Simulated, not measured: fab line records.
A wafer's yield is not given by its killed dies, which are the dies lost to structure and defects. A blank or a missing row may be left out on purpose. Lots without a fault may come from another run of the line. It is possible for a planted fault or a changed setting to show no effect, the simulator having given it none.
A lot that was struck, set against a sound lot | flow n5 finfet | 39 steps out of a route of 1938
Sound: wafers L458.2, L458.4, L458.6. Struck: wafers L466.2, L466.3, L466.5. The cause is named last.
Each step with rows lists, per side, the tool, then ch with its chambers, then its first start. Under that, the readings that differ: sound wafers | struck wafers | difference of the means | sigmas: that difference in standard deviations of wafers without a fault.
alike: a reading whose means differ by less than 2 such deviations, as well as words and numbers matching on both sides. not compared: withheld readings; readings where some wafer has no value; bounds like >300 that might hide an equal value; numbers whose values overlap and for which the record gives no deviation.
The two part at a step that has a row with sigmas, a row that says differs or no value, or rows on one side only. Non-overlapping numbers with no deviation appear without sigmas and do not part them. Lack of a reading on every wafer of one side parts them only where that side has two or more wafers.

first, 11 steps without rows for these wafers: N5_GATE_CUT_CUT_ETCH_55 (etches HfO2 in BCl3, target depth 3.2 nm); N5_GATE_CUT_ETCH_47 (etches SiO2 in Cl2/BCl3, target depth 10 nm); N5_GATE_CUT_VAPOR_ETCH_48 (etches TiN in BCl3/Cl2); N5_GATE_CUT_VAPOR_ETCH_49 (etches TiAlC in BCl3/Cl2); N5_GATE_CUT_VAPOR_ETCH_51 (etches HfO2 in BCl3/Cl2); N5_GATE_CUT_STRIP_21 (strips in N2/H2, time 30 s); N5_GATE_CUT_STRIP_29 (strips in post etch residue remover, time 60 s); N5_GATE_CUT_SRD_52 (time 30 s); N5_GATE_CUT_ALD_22 (deposits SiNx, target thk 16 nm, pulse time 1 s, ald cycles 320); N5_GATE_CUT_CMP_23 (polishes, stops on SiO2, t overpolish 23.4 s, target thk 16 nm); N5_GATE_CUT_CMP_43 (polishes SiO2).
N5_GATE_CUT_CMP_61: polishes, stops on SiNx, t overpolish 3 s.
  sound on cmp-04 ch 0,1,2, day 7 15:02; struck on cmp-04 ch 0,3, day 9 16:01
  no value came back on the struck wafers for edge zone pressure frac, head pressure psi (psi), motor current A (A), slurry flow ml min; on the sound wafers edge zone pressure frac reads 1.003 1.001 1.006
  reading                                       | sound          | struck         | difference | sigmas
  model.SiO2_of_GATE_CUT_HM_DEP_46.thk nm (nm)  | 0 0 0          | 5 5 5          | +5         |
  model.SiNx_of_GATE_CUT_SAC_CAP_01.thk nm (nm) | 21.2 21.2 21.4 | 21.6 21.6 21.6 | +0.3       |
then, 23 steps without rows for these wafers: N5_MOL_CONTACT_COAG_COAT_103 (time 60 s, resist thk 80 nm); N5_MOL_CONTACT_COAG_COAT_104 (time 60 s, resist thk 12 nm); N5_MOL_CONTACT_COAG_COAT_58 (time 60 s, resist thk 10 nm); N5_MOL_CONTACT_COAG_COAT_02 (resist thk 30 nm); N5_MOL_CONTACT_COAG_EBR_04; N5_MOL_CONTACT_COAG_SOFTBAKE_03 (time 60 s); N5_MOL_CONTACT_COAG_EXPOSE_05 (exposes mask CA, defocus 0 nm); N5_MOL_CONTACT_COAG_PEB_06 (peb time 60 s); N5_MOL_CONTACT_COAG_DEVELOP_07 (develop time 30 s); N5_MOL_CONTACT_COAG_DESCUM_13 (chemistry O2, time 7 s); N5_MOL_CONTACT_COAG_ETCH_59 (etches underlayer in N2/H2, target depth 13 nm, time 10.4 s); N5_MOL_CONTACT_COAG_ETCH_105 (etches SiARC in CF4, target depth 15.6 nm, time 26 s); N5_MOL_CONTACT_COAG_ETCH_106 (etches SOC in N2/H2, target depth 80 nm, overetch 16 nm, time 120 s); N5_MOL_CONTACT_COAG_STRIP_107 (strips in N2/H2); N5_MOL_CONTACT_COAG_STRIP_108 (strips in N2/H2); N5_MOL_CONTACT_COAG_CONTACT_ETCH_14 (etches SiO2 in C4F6/O2, target depth 27.5 nm, overetch 8.5 nm, time 20 s); N5_MOL_CONTACT_COAG_STRIP_109 (strips in C4F6/O2); N5_MOL_CONTACT_COAG_ETCH_15 (etches SiNx in CH3F/O2, stops on Si:P, target depth 7 nm); N5_MOL_CONTACT_COAG_ETCH_110 (etches Si in CF4/O2, target depth 2.5 nm, time 8 s); N5_MOL_CONTACT_COAG_STRIP_98 (strips in N2/H2); N5_MOL_CONTACT_COAG_IMPLANT_129; N5_MOL_CONTACT_COAG_PRECLEAN_111 (cleans in NF3:NH3, afs cycles 1, time 20 s, sublimation time 60 s); N5_MOL_CONTACT_COAG_TI_SIL_19 (material Ti, target thk 4.2 nm, time 15 s).
N5_MOL_CONTACT_COAG_CMP_28: polishes, stops on SiNx, t overpolish 0.85 s, target thk 14.522 nm.
  sound on cmp-01 ch 0,2, day 8 03:14; struck on cmp-02 ch 0,3, day 10 02:24
  reading                                       | sound          | struck         | difference | sigmas
  motor current A (A)                           | 15.3 13.1 15.0 | 10.2 12.6 9.9  | -3.6       | -2
  model.SiNx_of_GATE_CUT_SAC_CAP_01.thk nm (nm) | 18 17.8 18     | 18.2 18.2 18.2 | +0.3       |
  alike: edge zone pressure frac, head pressure psi, slurry flow ml min, time to endpoint s
N5_MOL_CONTACT_COAG_THK_MEAS_29:
  sound on film metro-01, day 8 03:29; struck on film metro-02, day 10 02:39
  reading         | sound             | struck            | difference | sigmas
  MD_CAP_THK (nm) | 17.95 17.91 18.00 | 18.24 18.21 18.20 | +0.26      | +3
N5_MOL_CONTACT_COAG_ETCH_47: etches SiNx in CH3F/O2, stops on W, target depth 27 nm.
  sound on rie diel-05 ch 1,2, day 8 05:05; struck on rie diel-02 ch 0,2,3, day 10 04:24
  reading                                      | sound          | struck            | difference | sigmas
  model.etch.depth nm (nm)                     | 17.98 17.88 18 | 18.21 18.25 18.17 | +0.26      |
  model.MOL_CONTACT_COAG.feature depth nm (nm) | 18.6 18.4 18.6 | 18.8 18.8 18.8    | +0.3       |
  alike: O2_flow_sccm, drypump motor current A, etch rf on time s, oes product au, rf vpp V, showerhead plenum p Torr, throttle valve pct
  not compared: rf hours counter h
-- here the record skips 3 days between the struck wafers' starts before and after, leaving off in module MOL_CONTACT_COAG and picking up in module BEOL_M4 (first step shown: number 1111 of the route) --
N5_BEOL_M4_RC_MEAS_101:
  sound on prober-02 ch 0, day 11 20:17; struck on prober-02 ch 0, day 13 08:22
  alike: DIBL_N, DIBL_P, IOFF_N, IOFF_P, ION_N, ION_P, SS_N, SS_P, VT_N, VT_P

WHERE THEY PART
Earliest at N5_GATE_CUT_CMP_61; latest, in this record, at N5_MOL_CONTACT_COAG_THK_MEAS_29. Later steps at which nothing parts them and some readings are alike: N5_MOL_CONTACT_COAG_ETCH_47, N5_BEOL_M4_RC_MEAS_101.

WHY: what the simulator had put in
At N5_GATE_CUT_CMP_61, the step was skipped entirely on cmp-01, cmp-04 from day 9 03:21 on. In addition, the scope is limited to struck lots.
